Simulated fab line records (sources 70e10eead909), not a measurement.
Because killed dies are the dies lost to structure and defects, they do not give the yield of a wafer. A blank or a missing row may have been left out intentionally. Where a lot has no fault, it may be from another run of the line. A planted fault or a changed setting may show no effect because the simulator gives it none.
fab line records :: flow nand-harc :: part 2 of 2: steps 31 to 37 of 37
[record]
  lots = 5
  wafers = 15
  last-day = 27
route steps=1159 shown A_ONON_D1@429 A_CHANNEL_HOLE_D1@450
lots that met no fault: from a run of the same line without faults
start-h: the number of hours between the record's first day and the start of the first shown wafer of the lot :: wait-h: how many hours have passed since the lot's step before this one :: " repeats the value in the row above :: L1.1+2: one row covering several wafers at once :: - either no value or no given start :: * or withheld: withheld :: < > ~ a bound
route shown NAME@n: a module of which the file shows steps, and the number in the route of the first :: usual: mean/standard deviation taken from wafers without a fault :: same: alike in all rows :: chamber/n: place in a boat :: sites: per-site readings :: _std_site: standard deviation of those values :: _edge_site: the outer-site mean with the inner-site mean subtracted :: radius-mm: how far each site lies from the wafer's centre :: mask NAME#n: copy n :: behind: the tool/chamber that last shaped the wafer :: hold: reason for holding the lot/hours on hold/outcome of the hold :: device: the transistor (n, p or np) that didn't switch :: end of line: at the end of the route, the tests of the same wafers :: for a step that has no rows: nothing shown but its recipe :: killed: dies that structure and defects cost at the first sort, which is not the same as the wafer's yield :: map: a wafer's dies, marking killed ones x, the rest . and places with no die _
set.NAME: the setting the step ran with; set.NAME@STEP: the setting that earlier step ran with :: model.NAME: the simulator's own value behind a step, which no gauge read
certain route steps with their lots: each step a table, each wafer a row
services: from which hour (start-h, from the record's first day; less than 0 if before it) a tool's chamber was out of use, for how many hours, and why
[[steps]]
[step NHARC_A_CHANNEL_HOLE_D1_DEVELOP_09]
[recipe]
  develop-time-s = 35
  dev-temp-c = 23
lot.wafer: L084.1+3+6
tool: litho-track-01
chamber: 0
start-h: -
wait-h: -

lot.wafer: L087.3+4+5
tool: litho-track-01
chamber: 0
start-h: -
wait-h: -

lot.wafer: L085.3+4+5
tool: litho-track-04
chamber: 0
start-h: -
wait-h: -

lot.wafer: L086.2+4+6
tool: litho-track-04
chamber: 0
start-h: -
wait-h: -

lot.wafer: L094.2+4+5
tool: litho-track-06
chamber: 0
start-h: -
wait-h: -
[step NHARC_A_CHANNEL_HOLE_D1_CD_MEAS_10]
[recipe]
  target-cd-nm = 100
  landing-energy-ev = 500
[usual]
  cd-nm = 100.3/0.55
lot.wafer: L084.1
tool: cd-sem-01
chamber: 0
start-h: 253.86
wait-h: -
cd-nm: 99.4

lot.wafer: L084.3
tool: cd-sem-01
chamber: 0
start-h: 253.86
wait-h: -
cd-nm: 100.6

lot.wafer: L084.6
tool: cd-sem-01
chamber: 0
start-h: 253.86
wait-h: -
cd-nm: 99.4

lot.wafer: L087.3
tool: cd-sem-02
chamber: 0
start-h: 258.90
wait-h: -
cd-nm: 99.8

lot.wafer: L087.4
tool: cd-sem-02
chamber: 0
start-h: 258.90
wait-h: -
cd-nm: 99.9

lot.wafer: L087.5
tool: cd-sem-02
chamber: 0
start-h: 258.90
wait-h: -
cd-nm: 99.7

lot.wafer: L085.3
tool: cd-sem-01
chamber: 0
start-h: 259.12
wait-h: -
cd-nm: 99.9

lot.wafer: L085.4
tool: cd-sem-01
chamber: 0
start-h: 259.12
wait-h: -
cd-nm: 99.6

lot.wafer: L085.5
tool: cd-sem-01
chamber: 0
start-h: 259.12
wait-h: -
cd-nm: 99.7

lot.wafer: L086.2
tool: cd-sem-02
chamber: 0
start-h: 259.84
wait-h: -
cd-nm: 100.1

lot.wafer: L086.4
tool: cd-sem-02
chamber: 0
start-h: 259.84
wait-h: -
cd-nm: 100.2

lot.wafer: L086.6
tool: cd-sem-02
chamber: 0
start-h: 259.84
wait-h: -
cd-nm: 100.0

lot.wafer: L094.2
tool: cd-sem-01
chamber: 0
start-h: 289.03
wait-h: -
cd-nm: 100.5

lot.wafer: L094.4
tool: cd-sem-01
chamber: 0
start-h: 289.03
wait-h: -
cd-nm: 100.5

lot.wafer: L094.5
tool: cd-sem-01
chamber: 0
start-h: 289.03
wait-h: -
cd-nm: 101.1
[step NHARC_A_CHANNEL_HOLE_D1_OVL_MEAS_11]
[usual]
  overlay-x-nm = -0.3/0.86
  overlay-y-nm = 0.1/0.72
lot.wafer: L084.1
tool: overlay-02
chamber: -
start-h: 253.95
wait-h: -
overlay-x-nm: -1.6
overlay-y-nm: -1.2

lot.wafer: L084.3
tool: overlay-02
chamber: -
start-h: 253.95
wait-h: -
overlay-x-nm: -0.8
overlay-y-nm: -0.4

lot.wafer: L084.6
tool: overlay-02
chamber: -
start-h: 253.95
wait-h: -
overlay-x-nm: -1.1
overlay-y-nm: -0.1

lot.wafer: L087.3
tool: overlay-01
chamber: -
start-h: 258.98
wait-h: -
overlay-x-nm: 0.2
overlay-y-nm: 0.5

lot.wafer: L087.4
tool: overlay-01
chamber: -
start-h: 258.98
wait-h: -
overlay-x-nm: 1.0
overlay-y-nm: 0.9

lot.wafer: L087.5
tool: overlay-01
chamber: -
start-h: 258.98
wait-h: -
overlay-x-nm: 0.8
overlay-y-nm: 0.2

lot.wafer: L085.3
tool: overlay-02
chamber: -
start-h: 259.20
wait-h: -
overlay-x-nm: 0.4
overlay-y-nm: 1.0

lot.wafer: L085.4
tool: overlay-02
chamber: -
start-h: 259.20
wait-h: -
overlay-x-nm: 0.7
overlay-y-nm: 1.3

lot.wafer: L085.5
tool: overlay-02
chamber: -
start-h: 259.20
wait-h: -
overlay-x-nm: 0.2
overlay-y-nm: 0.8

lot.wafer: L086.2
tool: overlay-01
chamber: -
start-h: 259.92
wait-h: -
overlay-x-nm: 1.7
overlay-y-nm: 0.0

lot.wafer: L086.4
tool: overlay-01
chamber: -
start-h: 259.92
wait-h: -
overlay-x-nm: 1.7
overlay-y-nm: -0.7

lot.wafer: L086.6
tool: overlay-01
chamber: -
start-h: 259.92
wait-h: -
overlay-x-nm: 1.9
overlay-y-nm: 0.1

lot.wafer: L094.2
tool: overlay-02
chamber: -
start-h: 289.11
wait-h: -
overlay-x-nm: 0.0
overlay-y-nm: -0.9

lot.wafer: L094.4
tool: overlay-02
chamber: -
start-h: 289.11
wait-h: -
overlay-x-nm: -0.2
overlay-y-nm: -0.5

lot.wafer: L094.5
tool: overlay-02
chamber: -
start-h: 289.11
wait-h: -
overlay-x-nm: -0.2
overlay-y-nm: -0.1
[step NHARC_A_CHANNEL_HOLE_D1_INSPECT_12]
[usual]
  raw-defect-count = 5.2/2.7
lot.wafer: L084.1
tool: defect-inspect-01
chamber: -
start-h: 253.99
wait-h: 0.0
raw-defect-count: 2

lot.wafer: L084.3
tool: defect-inspect-01
chamber: -
start-h: 253.99
wait-h: 0.0
raw-defect-count: 3

lot.wafer: L084.6
tool: defect-inspect-01
chamber: -
start-h: 253.99
wait-h: 0.0
raw-defect-count: 1

lot.wafer: L087.3
tool: defect-inspect-02
chamber: -
start-h: 259.02
wait-h: 0.0
raw-defect-count: 5

lot.wafer: L087.4
tool: defect-inspect-02
chamber: -
start-h: 259.02
wait-h: 0.0
raw-defect-count: 9

lot.wafer: L087.5
tool: defect-inspect-02
chamber: -
start-h: 259.02
wait-h: 0.0
raw-defect-count: 9

lot.wafer: L085.3
tool: defect-inspect-02
chamber: -
start-h: 259.24
wait-h: 0.0
raw-defect-count: 9

lot.wafer: L085.4
tool: defect-inspect-02
chamber: -
start-h: 259.24
wait-h: 0.0
raw-defect-count: 0

lot.wafer: L085.5
tool: defect-inspect-02
chamber: -
start-h: 259.24
wait-h: 0.0
raw-defect-count: 5

lot.wafer: L086.2
tool: defect-inspect-01
chamber: -
start-h: 259.96
wait-h: 0.0
raw-defect-count: 5

lot.wafer: L086.4
tool: defect-inspect-01
chamber: -
start-h: 259.96
wait-h: 0.0
raw-defect-count: 9

lot.wafer: L086.6
tool: defect-inspect-01
chamber: -
start-h: 259.96
wait-h: 0.0
raw-defect-count: 5

lot.wafer: L094.2
tool: defect-inspect-01
chamber: -
start-h: 289.15
wait-h: 0.0
raw-defect-count: 8

lot.wafer: L094.4
tool: defect-inspect-01
chamber: -
start-h: 289.15
wait-h: 0.0
raw-defect-count: 8

lot.wafer: L094.5
tool: defect-inspect-01
chamber: -
start-h: 289.15
wait-h: 0.0
raw-defect-count: 6
[step NHARC_A_CHANNEL_HOLE_D1_DESCUM_15]
[recipe]
  time-s = 3
  o2-flow-sccm = 200
  ar-flow-sccm = 0
  bias-power-w = 0
  chemistry = O2
[usual]
  drypump-motor-current-A = 5.7/0.54
  o2-flow-sccm = 200.0/0.63
  oes-product-au = 0.996/0.013
  rf-vpp-V = 57.7/0.92
  showerhead-plenum-p-Torr = 1.91/0.098
  throttle-valve-pct = 11.310/0.0087
[same]
  bias-power-w = 0
lot.wafer: L084.1
tool: rie-diel-13
chamber: 1
start-h: 254.06
wait-h: 0.1
drypump-motor-current-A: 5.1
o2-flow-sccm: 200.5
oes-product-au: 0.987
rf-hours-counter-h: 9
rf-vpp-V: 55.9
showerhead-plenum-p-Torr: 1.81
throttle-valve-pct: 11.300

lot.wafer: L084.3
tool: rie-diel-13
chamber: 2
start-h: 254.06
wait-h: 0.1
drypump-motor-current-A: 5.7
o2-flow-sccm: 198.9
oes-product-au: 0.989
rf-hours-counter-h: 8
rf-vpp-V: 56.5
showerhead-plenum-p-Torr: 2.05
throttle-valve-pct: 11.313

lot.wafer: L084.6
tool: rie-diel-13
chamber: 3
start-h: 254.06
wait-h: 0.1
drypump-motor-current-A: 6.4
o2-flow-sccm: 199.0
oes-product-au: 1.001
rf-hours-counter-h: -
rf-vpp-V: 57.8
showerhead-plenum-p-Torr: 1.79
throttle-valve-pct: 11.312

lot.wafer: L087.3
tool: rie-diel-10
chamber: 2
start-h: 259.10
wait-h: 0.1
drypump-motor-current-A: 5.7
o2-flow-sccm: 200.0
oes-product-au: 0.970
rf-hours-counter-h: 7
rf-vpp-V: 58.7
showerhead-plenum-p-Torr: 2.03
throttle-valve-pct: 11.319

lot.wafer: L087.4
tool: rie-diel-10
chamber: 3
start-h: 259.10
wait-h: 0.1
drypump-motor-current-A: 4.8
o2-flow-sccm: 199.8
oes-product-au: 0.977
rf-hours-counter-h: 7
rf-vpp-V: 56.9
showerhead-plenum-p-Torr: 1.79
throttle-valve-pct: 11.319

lot.wafer: L087.5
tool: rie-diel-10
chamber: 0
start-h: 259.10
wait-h: 0.1
drypump-motor-current-A: 5.9
o2-flow-sccm: 199.8
oes-product-au: 1.008
rf-hours-counter-h: -
rf-vpp-V: 57.6
showerhead-plenum-p-Torr: 1.93
throttle-valve-pct: 11.306

lot.wafer: L085.3
tool: rie-diel-13
chamber: 0
start-h: 259.32
wait-h: 0.1
drypump-motor-current-A: 6.3
o2-flow-sccm: 199.0
oes-product-au: 1.008
rf-hours-counter-h: 8
rf-vpp-V: 57.4
showerhead-plenum-p-Torr: 1.79
throttle-valve-pct: 11.304

lot.wafer: L085.4
tool: rie-diel-13
chamber: 1
start-h: 259.32
wait-h: 0.1
drypump-motor-current-A: 5.0
o2-flow-sccm: 200.0
oes-product-au: 0.971
rf-hours-counter-h: 10
rf-vpp-V: 56.4
showerhead-plenum-p-Torr: 1.81
throttle-valve-pct: 11.326

lot.wafer: L085.5
tool: rie-diel-13
chamber: 2
start-h: 259.32
wait-h: 0.1
drypump-motor-current-A: 5.7
o2-flow-sccm: 200.5
oes-product-au: 0.980
rf-hours-counter-h: -
rf-vpp-V: 59.6
showerhead-plenum-p-Torr: 2.05
throttle-valve-pct: 11.317

lot.wafer: L086.4
tool: rie-diel-10
chamber: 3
start-h: 260.03
wait-h: 0.1
drypump-motor-current-A: 4.8
o2-flow-sccm: 201.1
oes-product-au: 0.988
rf-hours-counter-h: 8
rf-vpp-V: 58.3
showerhead-plenum-p-Torr: 1.79
throttle-valve-pct: 11.317

lot.wafer: L086.2
tool: rie-diel-10
chamber: 1
start-h: 260.03
wait-h: 0.1
drypump-motor-current-A: 5.2
o2-flow-sccm: 200.4
oes-product-au: 1.000
rf-hours-counter-h: 7
rf-vpp-V: 57.5
showerhead-plenum-p-Torr: 1.98
throttle-valve-pct: 11.297

lot.wafer: L086.6
tool: rie-diel-10
chamber: 2
start-h: 260.03
wait-h: 0.1
drypump-motor-current-A: 5.7
o2-flow-sccm: 201.1
oes-product-au: 0.983
rf-hours-counter-h: -
rf-vpp-V: 58.1
showerhead-plenum-p-Torr: 2.03
throttle-valve-pct: 11.302

lot.wafer: L094.4
tool: rie-diel-09
chamber: 1
start-h: 289.22
wait-h: 0.1
drypump-motor-current-A: 6.3
o2-flow-sccm: 200.2
oes-product-au: 0.989
rf-hours-counter-h: 2
rf-vpp-V: 58.6
showerhead-plenum-p-Torr: 2.03
throttle-valve-pct: 11.308

lot.wafer: L094.2
tool: rie-diel-09
chamber: 2
start-h: 289.22
wait-h: 0.1
drypump-motor-current-A: 5.3
o2-flow-sccm: 201.0
oes-product-au: 0.988
rf-hours-counter-h: 2
rf-vpp-V: 58.3
showerhead-plenum-p-Torr: 1.94
throttle-valve-pct: 11.316

lot.wafer: L094.5
tool: rie-diel-09
chamber: 1
start-h: 289.22
wait-h: 0.1
drypump-motor-current-A: 6.3
o2-flow-sccm: 199.3
oes-product-au: 0.987
rf-hours-counter-h: -
rf-vpp-V: 58.3
showerhead-plenum-p-Torr: 2.03
throttle-valve-pct: 11.305
[step NHARC_A_CHANNEL_HOLE_D1_ETCH_38]
[recipe]
  target-depth-a = 390
  over-etch-frac = 0.3
  time-s = 65
  ion-energy-ev = 80
  cf4-flow-sccm = 150
  ar-flow-sccm = 0
  rf-w = 300
  bias-w = 100
  chemistry = CF4
[usual]
  drypump-motor-current-A = 5.6/0.54
  oes-product-au = 0.995/0.012
  rf-vpp-V = 151.1/1.2
  showerhead-plenum-p-Torr = 1.76/0.083
  throttle-valve-pct = 13.285/0.0079
lot.wafer: L084.3
tool: rie-diel-13
chamber: 2
start-h: 254.15
wait-h: 0.1
drypump-motor-current-A: 5.7
oes-product-au: 0.994
rf-hours-counter-h: 8
rf-vpp-V: 151.9
showerhead-plenum-p-Torr: 1.88
throttle-valve-pct: 13.283

lot.wafer: L084.1
tool: rie-diel-13
chamber: 3
start-h: 254.15
wait-h: 0.1
drypump-motor-current-A: 6.5
oes-product-au: 0.989
rf-hours-counter-h: 8
rf-vpp-V: 150.0
showerhead-plenum-p-Torr: 1.66
throttle-valve-pct: 13.290

lot.wafer: L084.6
tool: rie-diel-13
chamber: 1
start-h: 254.15
wait-h: 0.1
drypump-motor-current-A: 5.0
oes-product-au: 0.986
rf-hours-counter-h: -
rf-vpp-V: 148.6
showerhead-plenum-p-Torr: 1.68
throttle-valve-pct: 13.283

lot.wafer: L087.4
tool: rie-diel-10
chamber: 3
start-h: 259.16
wait-h: 0.1
drypump-motor-current-A: 4.8
oes-product-au: 0.979
rf-hours-counter-h: 7
rf-vpp-V: 149.5
showerhead-plenum-p-Torr: 1.66
throttle-valve-pct: 13.268

lot.wafer: L087.3
tool: rie-diel-10
chamber: 0
start-h: 259.16
wait-h: 0.1
drypump-motor-current-A: 5.9
oes-product-au: 1.016
rf-hours-counter-h: 7
rf-vpp-V: 151.8
showerhead-plenum-p-Torr: 1.78
throttle-valve-pct: 13.286

lot.wafer: L087.5
tool: rie-diel-10
chamber: 0
start-h: 259.16
wait-h: 0.1
drypump-motor-current-A: 5.9
oes-product-au: 1.007
rf-hours-counter-h: -
rf-vpp-V: 150.6
showerhead-plenum-p-Torr: 1.78
throttle-valve-pct: 13.289

lot.wafer: L085.4
tool: rie-diel-13
chamber: 0
start-h: 259.40
wait-h: 0.1
drypump-motor-current-A: 6.2
oes-product-au: 1.010
rf-hours-counter-h: 8
rf-vpp-V: 149.2
showerhead-plenum-p-Torr: 1.66
throttle-valve-pct: 13.288

lot.wafer: L085.3
tool: rie-diel-13
chamber: 1
start-h: 259.40
wait-h: 0.1
drypump-motor-current-A: 5.1
oes-product-au: 0.986
rf-hours-counter-h: 10
rf-vpp-V: 150.2
showerhead-plenum-p-Torr: 1.68
throttle-valve-pct: 13.282

lot.wafer: L085.5
tool: rie-diel-13
chamber: 3
start-h: 259.40
wait-h: 0.1
drypump-motor-current-A: 6.5
oes-product-au: 0.989
rf-hours-counter-h: -
rf-vpp-V: 151.1
showerhead-plenum-p-Torr: 1.66
throttle-valve-pct: 13.299

lot.wafer: L086.2
tool: rie-diel-10
chamber: 2
start-h: 260.12
wait-h: 0.1
drypump-motor-current-A: 5.6
oes-product-au: 0.981
rf-hours-counter-h: 7
rf-vpp-V: 151.3
showerhead-plenum-p-Torr: 1.87
throttle-valve-pct: 13.282

lot.wafer: L086.4
tool: rie-diel-10
chamber: 3
start-h: 260.12
wait-h: 0.1
drypump-motor-current-A: 4.8
oes-product-au: 0.987
rf-hours-counter-h: 8
rf-vpp-V: 151.0
showerhead-plenum-p-Torr: 1.66
throttle-valve-pct: 13.277

lot.wafer: L086.6
tool: rie-diel-10
chamber: 1
start-h: 260.12
wait-h: 0.1
drypump-motor-current-A: 5.3
oes-product-au: 0.999
rf-hours-counter-h: -
rf-vpp-V: 151.9
showerhead-plenum-p-Torr: 1.83
throttle-valve-pct: 13.280

lot.wafer: L094.2
tool: rie-diel-09
chamber: 0
start-h: 289.30
wait-h: 0.1
drypump-motor-current-A: 6.2
oes-product-au: 1.000
rf-hours-counter-h: 2
rf-vpp-V: 151.5
showerhead-plenum-p-Torr: 1.73
throttle-valve-pct: 13.275

lot.wafer: L094.4
tool: rie-diel-09
chamber: 2
start-h: 289.30
wait-h: 0.1
drypump-motor-current-A: 5.3
oes-product-au: 0.992
rf-hours-counter-h: 2
rf-vpp-V: 151.4
showerhead-plenum-p-Torr: 1.80
throttle-valve-pct: 13.299

lot.wafer: L094.5
tool: rie-diel-09
chamber: 0
start-h: 289.30
wait-h: 0.1
drypump-motor-current-A: 6.2
oes-product-au: 1.010
rf-hours-counter-h: -
rf-vpp-V: 151.4
showerhead-plenum-p-Torr: 1.73
throttle-valve-pct: 13.293
[step NHARC_A_CHANNEL_HOLE_D1_ETCH_39]
[recipe]
  target-depth-a = 2600
  over-etch-frac = 0.3
  time-s = 325
  ion-energy-ev = 200
  n2-flow-sccm = 150
  h2-flow-sccm = 150
  ar-flow-sccm = 0
  rf-w = 400
  bias-w = 150
  chemistry = N2/H2
[usual]
  drypump-motor-current-A = 5.6/0.53
  oes-product-au = 0.997/0.011
  rf-vpp-V = 430/3
  showerhead-plenum-p-Torr = 2.03/0.11
  throttle-valve-pct = 14.172/0.0089
lot.wafer: L084.1
tool: rie-diel-13
chamber: 1
start-h: -
wait-h: -
drypump-motor-current-A: 5.1
oes-product-au: 0.986
rf-hours-counter-h: 9
rf-vpp-V: 426
showerhead-plenum-p-Torr: 1.92
throttle-valve-pct: 14.170

lot.wafer: L084.3
tool: rie-diel-13
chamber: 0
start-h: -
wait-h: -
drypump-motor-current-A: 6.3
oes-product-au: 1.016
rf-hours-counter-h: 8
rf-vpp-V: 428
showerhead-plenum-p-Torr: 1.91
throttle-valve-pct: 14.172

lot.wafer: L084.6
tool: rie-diel-13
chamber: 2
start-h: -
wait-h: -
drypump-motor-current-A: 5.7
oes-product-au: 0.992
rf-hours-counter-h: -
rf-vpp-V: 433
showerhead-plenum-p-Torr: 2.19
throttle-valve-pct: 14.168

lot.wafer: L087.4
tool: rie-diel-10
chamber: 0
start-h: -
wait-h: -
drypump-motor-current-A: 5.9
oes-product-au: 1.014
rf-hours-counter-h: 7
rf-vpp-V: 431
showerhead-plenum-p-Torr: 2.06
throttle-valve-pct: 14.173

lot.wafer: L087.3
tool: rie-diel-10
chamber: 1
start-h: -
wait-h: -
drypump-motor-current-A: 5.3
oes-product-au: 0.995
rf-hours-counter-h: 7
rf-vpp-V: 431
showerhead-plenum-p-Torr: 2.12
throttle-valve-pct: 14.169

lot.wafer: L087.5
tool: rie-diel-10
chamber: 1
start-h: -
wait-h: -
drypump-motor-current-A: 5.3
oes-product-au: 0.992
rf-hours-counter-h: -
rf-vpp-V: 432
showerhead-plenum-p-Torr: 2.12
throttle-valve-pct: 14.169

lot.wafer: L085.4
tool: rie-diel-13
chamber: 3
start-h: -
wait-h: -
drypump-motor-current-A: 6.5
oes-product-au: 1.000
rf-hours-counter-h: 8
rf-vpp-V: 426
showerhead-plenum-p-Torr: 1.90
throttle-valve-pct: 14.175

lot.wafer: L085.3
tool: rie-diel-13
chamber: 0
start-h: -
wait-h: -
drypump-motor-current-A: 6.2
oes-product-au: 1.005
rf-hours-counter-h: 8
rf-vpp-V: 426
showerhead-plenum-p-Torr: 1.91
throttle-valve-pct: 14.166

lot.wafer: L085.5
tool: rie-diel-13
chamber: 3
start-h: -
wait-h: -
drypump-motor-current-A: 6.5
oes-product-au: 1.001
rf-hours-counter-h: -
rf-vpp-V: 428
showerhead-plenum-p-Torr: 1.90
throttle-valve-pct: 14.166

lot.wafer: L086.2
tool: rie-diel-10
chamber: 0
start-h: -
wait-h: -
drypump-motor-current-A: 5.9
oes-product-au: 1.025
rf-hours-counter-h: 8
rf-vpp-V: 432
showerhead-plenum-p-Torr: 2.06
throttle-valve-pct: 14.178

lot.wafer: L086.4
tool: rie-diel-10
chamber: 3
start-h: -
wait-h: -
drypump-motor-current-A: 4.8
oes-product-au: 0.989
rf-hours-counter-h: 8
rf-vpp-V: 426
showerhead-plenum-p-Torr: 1.90
throttle-valve-pct: 14.161

lot.wafer: L086.6
tool: rie-diel-10
chamber: 0
start-h: -
wait-h: -
drypump-motor-current-A: 5.9
oes-product-au: 1.025
rf-hours-counter-h: -
rf-vpp-V: 431
showerhead-plenum-p-Torr: 2.06
throttle-valve-pct: 14.162

lot.wafer: L094.2
tool: rie-diel-09
chamber: 1
start-h: -
wait-h: -
drypump-motor-current-A: 6.3
oes-product-au: 1.002
rf-hours-counter-h: 2
rf-vpp-V: 436
showerhead-plenum-p-Torr: 2.16
throttle-valve-pct: 14.165

lot.wafer: L094.4
tool: rie-diel-09
chamber: 3
start-h: -
wait-h: -
drypump-motor-current-A: 5.0
oes-product-au: 1.004
rf-hours-counter-h: 2
rf-vpp-V: 430
showerhead-plenum-p-Torr: 2.00
throttle-valve-pct: 14.170

lot.wafer: L094.5
tool: rie-diel-09
chamber: 0
start-h: -
wait-h: -
drypump-motor-current-A: 6.2
oes-product-au: 1.003
rf-hours-counter-h: -
rf-vpp-V: 429
showerhead-plenum-p-Torr: 1.99
throttle-valve-pct: 14.187
[[services]]
tool: acl-dep-03
chamber: -
start-h: 223.15
hours: 13.0
kind: pm

tool: rie-diel-13
chamber: 2
start-h: 223.26
hours: 7.6
kind: repair

tool: rie-diel-13
chamber: 0
start-h: 230.50
hours: -
kind: clean

tool: rie-diel-13
chamber: 1
start-h: 230.50
hours: -
kind: clean

tool: rie-diel-13
chamber: 3
start-h: 230.50
hours: -
kind: clean

tool: rie-diel-10
chamber: 0
start-h: 234.50
hours: -
kind: clean

tool: rie-diel-10
chamber: 1
start-h: 234.50
hours: -
kind: clean

tool: rie-diel-10
chamber: 2
start-h: 234.50
hours: -
kind: clean

tool: rie-diel-10
chamber: 3
start-h: 234.50
hours: -
kind: clean

tool: pecvd-onon-04
chamber: -
start-h: 237.00
hours: 13.0
kind: pm

tool: pecvd-01
chamber: -
start-h: 237.16
hours: 13.0
kind: pm

tool: rie-diel-09
chamber: -
start-h: 254.10
hours: 9.0
kind: pm

tool: rie-diel-13
chamber: 0
start-h: 255.02
hours: -
kind: clean

tool: rie-diel-13
chamber: 1
start-h: 255.02
hours: -
kind: clean

tool: rie-diel-13
chamber: 2
start-h: 255.02
hours: -
kind: clean

tool: rie-diel-13
chamber: 3
start-h: 255.02
hours: -
kind: clean

tool: rie-diel-10
chamber: 0
start-h: 259.00
hours: -
kind: clean

tool: rie-diel-10
chamber: 1
start-h: 259.00
hours: -
kind: clean

tool: rie-diel-10
chamber: 2
start-h: 259.00
hours: -
kind: clean

tool: rie-diel-10
chamber: 3
start-h: 259.00
hours: -
kind: clean

tool: pecvd-03
chamber: 2
start-h: 266.58
hours: 20.8
kind: repair

tool: litho-track-01
chamber: -
start-h: 268.00
hours: 7.0
kind: pm

tool: rie-diel-13
chamber: -
start-h: 276.00
hours: 9.0
kind: pm

tool: rie-diel-13
chamber: 0
start-h: 276.00
hours: 9.0
kind: vent-cycle
